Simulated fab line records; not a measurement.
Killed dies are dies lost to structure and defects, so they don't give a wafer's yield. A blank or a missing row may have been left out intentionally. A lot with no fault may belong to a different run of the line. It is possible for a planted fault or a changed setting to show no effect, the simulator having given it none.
The tool behind it: which one? -- flow n5 finfet -- 24 lots with 72 wafers sampled at 6 steps, on a route of 1938 steps

== WHAT EACH GAUGE READ, for each wafer ==
N5_BEOL_M2_CD_MEAS_35: target cd 18 nm, target cd y 22.2 nm. Usual: cd nm 18.06 nm, standard deviation 0.3.
lot,measured,on,cd nm (nm),flag
L074,day 6 20:23,cd sem-01,18.12 18.43 18.06,
L075,day 7 05:36,cd sem-02,18.28 17.72 18.34,
L076,day 7 10:29,cd sem-01,18.11 18.14 18.08,
L078,day 7 10:35,cd sem-02,18.06 18.24 18.24,
L077,day 7 13:36,cd sem-01,18.26 18.27 18.23,
L079,day 7 22:56,cd sem-03,18.02 18.36 18.21,
L080,day 8 13:31,cd sem-01,18.03 18.16 17.95,
L081,day 9 09:05,cd sem-01,18.07 18.20 18.34,
L082,day 9 14:48,cd sem-03,18.52 18.20 17.84,
L083,day 9 16:05,cd sem-02,17.86 18.16 17.57,
L084,day 9 23:52,cd sem-03,18.01 18.33 18.13,
L087,day 10 03:37,cd sem-03,18.50 17.85 17.90,
L086,day 10 05:45,cd sem-02,18.01 18.13 18.03,
L085,day 10 16:21,cd sem-02,17.46 17.18 17.34,
L088,day 10 16:21,cd sem-01,18.17 18.13 17.74,
L089,day 10 21:06,cd sem-02,17.82 18.55 18.17,
L090,day 11 00:38,cd sem-03,17.84 17.95 18.13,
L092,day 11 05:50,cd sem-01,18.76 18.57 18.32,
L091,day 11 07:15,cd sem-01,17.95 17.74 17.97,
L093,day 11 17:18,cd sem-01,17.60 18.02 18.00,
L094,day 12 05:49,cd sem-01,17.97 18.63 18.25,
L095,day 12 10:47,cd sem-02,18.22 18.07 18.34,
L096,day 12 15:43,cd sem-01,17.93 18.26 18.09,
L097,day 12 23:29,cd sem-02,17.77 17.35 17.69,

N5_BEOL_M2_THK_MEAS_53: measures by xrf. Usual: for M2_THK the level is 39.4 nm and the standard deviation is 1.
lot,measured,on,M2_THK (nm),flag
L074,day 7 01:10,film metro-01,39.6 40.6 40.0,
L075,day 7 09:32,film metro-02,38.4 38.4 39.1,
L076,day 7 14:14,film metro-01,37.9 37.6 39.3,
L078,day 7 14:15,film metro-02,40.1 40.3 40.2,
L077,day 7 16:53,film metro-01,40.5 39.8 39.6,
L079,day 8 02:47,film metro-01,39.9 40.2 40.1,
L080,day 8 18:01,film metro-02,39.2 38.2 39.5,
L081,day 9 12:38,film metro-02,37.0 38.7 38.4,
L082,day 9 20:39,film metro-02,39.4 37.9 40.7,
L083,day 9 20:10,film metro-02,39.4 39.0 39.3,
L084,day 10 03:53,film metro-02,36.9 38.3 39.2,
L087,day 10 08:42,film metro-02,39.3 38.9 38.1,
L086,day 10 09:53,film metro-01,40.2 41.2 40.4,
L085,day 10 21:43,film metro-02,39.1 38.9 39.2,
L088,day 10 21:56,film metro-01,40.4 39.6 39.0,
L089,day 11 00:49,film metro-01,39.9 39.6 39.5,
L090,day 11 04:50,film metro-02,38.8 38.7 39.5,
L092,day 11 10:14,film metro-01,38.0 42.0 38.9,
L091,day 11 11:26,film metro-02,38.4 39.3 40.6,
L093,day 11 20:57,film metro-02,38.6 37.4 37.1,
L094,day 12 09:16,film metro-01,41.7 40.4 41.0,
L095,day 12 14:20,film metro-02,39.2 40.9 38.4,
L096,day 12 19:08,film metro-01,40.1 40.9 38.2,
L097,day 13 02:46,film metro-01,38.8 40.6 40.4,

== WHICH TOOL RAN EACH LOT (tool, then ch and the chambers of the sampled wafers, then the start) ==
lot,N5_BEOL_M2_SPUTTER_79,N5_BEOL_M2_SPUTTER_88,N5_BEOL_M2_SPUTTER_90,N5_BEOL_M2_ANNEAL_91
L074,"pvd sputter-01, day 6 22:50","pvd sputter-01, day 6 23:29","pvd sputter-01, day 6 23:43","pvd sputter-01, day 6 23:47"
L075,"pvd sputter-02, day 7 07:13","pvd sputter-02, day 7 07:52","pvd sputter-02, day 7 08:05","pvd sputter-02, day 7 08:10"
L076,"pvd sputter-02, day 7 11:53","pvd sputter-02, day 7 12:33","pvd sputter-02, day 7 12:46","pvd sputter-02, day 7 12:51"
L078,"pvd sputter-03, day 7 11:55","pvd sputter-03, day 7 12:34","pvd sputter-03, day 7 12:47","pvd sputter-03, day 7 12:52"
L077,"pvd sputter-01, day 7 14:32","pvd sputter-01, day 7 15:12","pvd sputter-01, day 7 15:25","pvd sputter-01, day 7 15:30"
L079,"pvd sputter-01, day 8 00:26","pvd sputter-01, day 8 01:06","pvd sputter-01, day 8 01:19","pvd sputter-01, day 8 01:24"
L080,"pvd sputter-03, day 8 14:31","pvd sputter-03, day 8 15:23","pvd sputter-03, day 8 15:50","pvd sputter-03, day 8 15:59"
L081,"pvd sputter-01, day 9 10:19","pvd sputter-01, day 9 10:58","pvd sputter-01, day 9 11:11","pvd sputter-01, day 9 11:16"
L082,"pvd sputter-03, day 9 16:42","pvd sputter-03, day 9 18:01","pvd sputter-03, day 9 18:28","pvd sputter-03, day 9 18:37"
L083,"pvd sputter-01, day 9 17:21","pvd sputter-01, day 9 18:01","pvd sputter-01, day 9 18:14","pvd sputter-01, day 9 18:19"
L084,"pvd sputter-02, day 10 01:23","pvd sputter-02, day 10 02:02","pvd sputter-02, day 10 02:16","pvd sputter-02, day 10 02:20"
L087,"pvd sputter-02, day 10 06:07","pvd sputter-02, day 10 06:46","pvd sputter-02, day 10 06:59","pvd sputter-02, day 10 07:04"
L086,"pvd sputter-03, day 10 07:32","pvd sputter-03, day 10 08:12","pvd sputter-03, day 10 08:25","pvd sputter-03, day 10 08:30"
L085,"pvd sputter-01, day 10 19:23","pvd sputter-01, day 10 20:02","pvd sputter-01, day 10 20:16","pvd sputter-01, day 10 20:20"
L088,"pvd sputter-02, day 10 19:31","pvd sputter-02, day 10 20:10","pvd sputter-02, day 10 20:23","pvd sputter-02, day 10 20:28"
L089,"pvd sputter-01, day 10 22:29","pvd sputter-01, day 10 23:08","pvd sputter-01, day 10 23:22","pvd sputter-01, day 10 23:26"
L090,"pvd sputter-01, day 11 02:24","pvd sputter-01, day 11 03:04","pvd sputter-01, day 11 03:17","pvd sputter-01, day 11 03:22"
L092,"pvd sputter-03, day 11 07:32","pvd sputter-03, day 11 08:11","pvd sputter-03, day 11 08:25","pvd sputter-03, day 11 08:29"
L091,"pvd sputter-01, day 11 09:06","pvd sputter-01, day 11 09:46","pvd sputter-01, day 11 09:59","pvd sputter-01, day 11 10:04"
L093,"pvd sputter-03, day 11 18:37","pvd sputter-03, day 11 19:17","pvd sputter-03, day 11 19:30","pvd sputter-03, day 11 19:35"
L094,"pvd sputter-03, day 12 06:52","pvd sputter-03, day 12 07:32","pvd sputter-03, day 12 07:45","pvd sputter-03, day 12 07:50"
L095,"pvd sputter-01, day 12 11:58","pvd sputter-01, day 12 12:38","pvd sputter-01, day 12 12:51","pvd sputter-01, day 12 12:56"
L096,"pvd sputter-01, day 12 16:49","pvd sputter-01, day 12 17:28","pvd sputter-01, day 12 17:41","pvd sputter-01, day 12 17:46"
L097,"pvd sputter-03, day 13 00:26","pvd sputter-03, day 13 01:06","pvd sputter-03, day 13 01:19","pvd sputter-03, day 13 01:24"
- N5_BEOL_M2_SPUTTER_79: material Cu, target thk 4.5 nm, time 8.29 s.
- N5_BEOL_M2_SPUTTER_88: material Cu, target thk 4.5 nm, time 8.29 s.
- N5_BEOL_M2_SPUTTER_90: material Cu, target thk 4.5 nm, time 8.29 s.
- N5_BEOL_M2_ANNEAL_91: time 240 s.

== AS READ BY THE TOOLS THEMSELVES (means over the sampled wafers that have a number; for cases with no such wafer, the mark the record gives instead) ==
N5_BEOL_M2_SPUTTER_79. Usual: throttle valve pct 30.0 %, standard deviation 1.2.
lot,tool,throttle valve pct (%),flag
L074,pvd sputter-01,30.8,
L075,pvd sputter-02,30.0,
L076,pvd sputter-02,29.8,
L078,pvd sputter-03,29.4,
L077,pvd sputter-01,31.2,
L079,pvd sputter-01,29.8,
L080,pvd sputter-03,30.3,
L081,pvd sputter-01,30.2,
L082,pvd sputter-03,29.8,
L083,pvd sputter-01,30.5,
L084,pvd sputter-02,29.7,
L087,pvd sputter-02,30.0,
L086,pvd sputter-03,29.6,
L085,pvd sputter-01,30.0,
L088,pvd sputter-02,29.7,
L089,pvd sputter-01,31.0,
L090,pvd sputter-01,30.7,
L092,pvd sputter-03,29.0,
L091,pvd sputter-01,30.3,
L093,pvd sputter-03,30.3,
L094,pvd sputter-03,29.1,
L095,pvd sputter-01,29.4,
L096,pvd sputter-01,30.1,
L097,pvd sputter-03,29.6,

N5_BEOL_M2_SPUTTER_88. Usual: throttle valve pct 30.0 %, standard deviation 1.2.
lot,tool,throttle valve pct (%),flag
L074,pvd sputter-01,30.7,
L075,pvd sputter-02,29.8,
L076,pvd sputter-02,29.9,
L078,pvd sputter-03,29.3,
L077,pvd sputter-01,31.3,
L079,pvd sputter-01,29.7,
L080,pvd sputter-03,30.3,
L081,pvd sputter-01,30.0,
L082,pvd sputter-03,29.9,
L083,pvd sputter-01,30.4,
L084,pvd sputter-02,29.7,
L087,pvd sputter-02,29.9,
L086,pvd sputter-03,29.7,
L085,pvd sputter-01,29.8,
L088,pvd sputter-02,29.8,
L089,pvd sputter-01,30.8,
L090,pvd sputter-01,30.7,
L092,pvd sputter-03,29.1,
L091,pvd sputter-01,30.1,
L093,pvd sputter-03,30.3,
L094,pvd sputter-03,29.0,
L095,pvd sputter-01,29.4,
L096,pvd sputter-01,30.2,
L097,pvd sputter-03,29.4,

N5_BEOL_M2_SPUTTER_90. Usual: throttle valve pct 30.0 %, standard deviation 1.2.
lot,tool,throttle valve pct (%),flag
L074,pvd sputter-01,30.8,
L075,pvd sputter-02,29.8,
L076,pvd sputter-02,29.7,
L078,pvd sputter-03,29.2,
L077,pvd sputter-01,31.2,
L079,pvd sputter-01,29.8,
L080,pvd sputter-03,30.5,
L081,pvd sputter-01,30.1,
L082,pvd sputter-03,29.9,
L083,pvd sputter-01,30.2,
L084,pvd sputter-02,29.9,
L087,pvd sputter-02,29.9,
L086,pvd sputter-03,29.6,
L085,pvd sputter-01,29.8,
L088,pvd sputter-02,29.8,
L089,pvd sputter-01,30.9,
L090,pvd sputter-01,30.6,
L092,pvd sputter-03,29.0,
L091,pvd sputter-01,30.1,
L093,pvd sputter-03,30.3,
L094,pvd sputter-03,28.9,
L095,pvd sputter-01,29.4,
L096,pvd sputter-01,30.2,
L097,pvd sputter-03,29.6,

N5_BEOL_M2_ANNEAL_91. Usual: heater power w 829 W, standard deviation 65.
lot,tool,heater power w (W),flag
L074,pvd sputter-01,814,
L075,pvd sputter-02,946,
L076,pvd sputter-02,873,
L078,pvd sputter-03,823,
L077,pvd sputter-01,849,
L079,pvd sputter-01,805,
L080,pvd sputter-03,801,
L081,pvd sputter-01,796,
L082,pvd sputter-03,791,
L083,pvd sputter-01,796,
L084,pvd sputter-02,888,
L087,pvd sputter-02,932,
L086,pvd sputter-03,778,
L085,pvd sputter-01,810,
L088,pvd sputter-02,885,
L089,pvd sputter-01,805,
L090,pvd sputter-01,783,
L092,pvd sputter-03,825,
L091,pvd sputter-01,805,
L093,pvd sputter-03,804,
L094,pvd sputter-03,803,
L095,pvd sputter-01,777,
L096,pvd sputter-01,778,
L097,pvd sputter-03,846,

== THE ANSWER, worked out from the rows above alone ==
Rule: a lot counts as off when the mean over its wafers that have a number is more than 3 standard deviations away from the usual mean. Also off: a lot with no number at a reading for which 4 or more lots have one. The other lots that the step has rows for count as sound. After the gauges, taken in route order, come the tools' own readings; for these a lot's mean is taken, as printed above. At the first step where some lot is off, the reading lying furthest off is the one used; lots without a number count as furthest.
Nothing can be told from this: no lot is off at any reading shown.

== WHAT WAS PUT IN BY THE SIMULATOR ==
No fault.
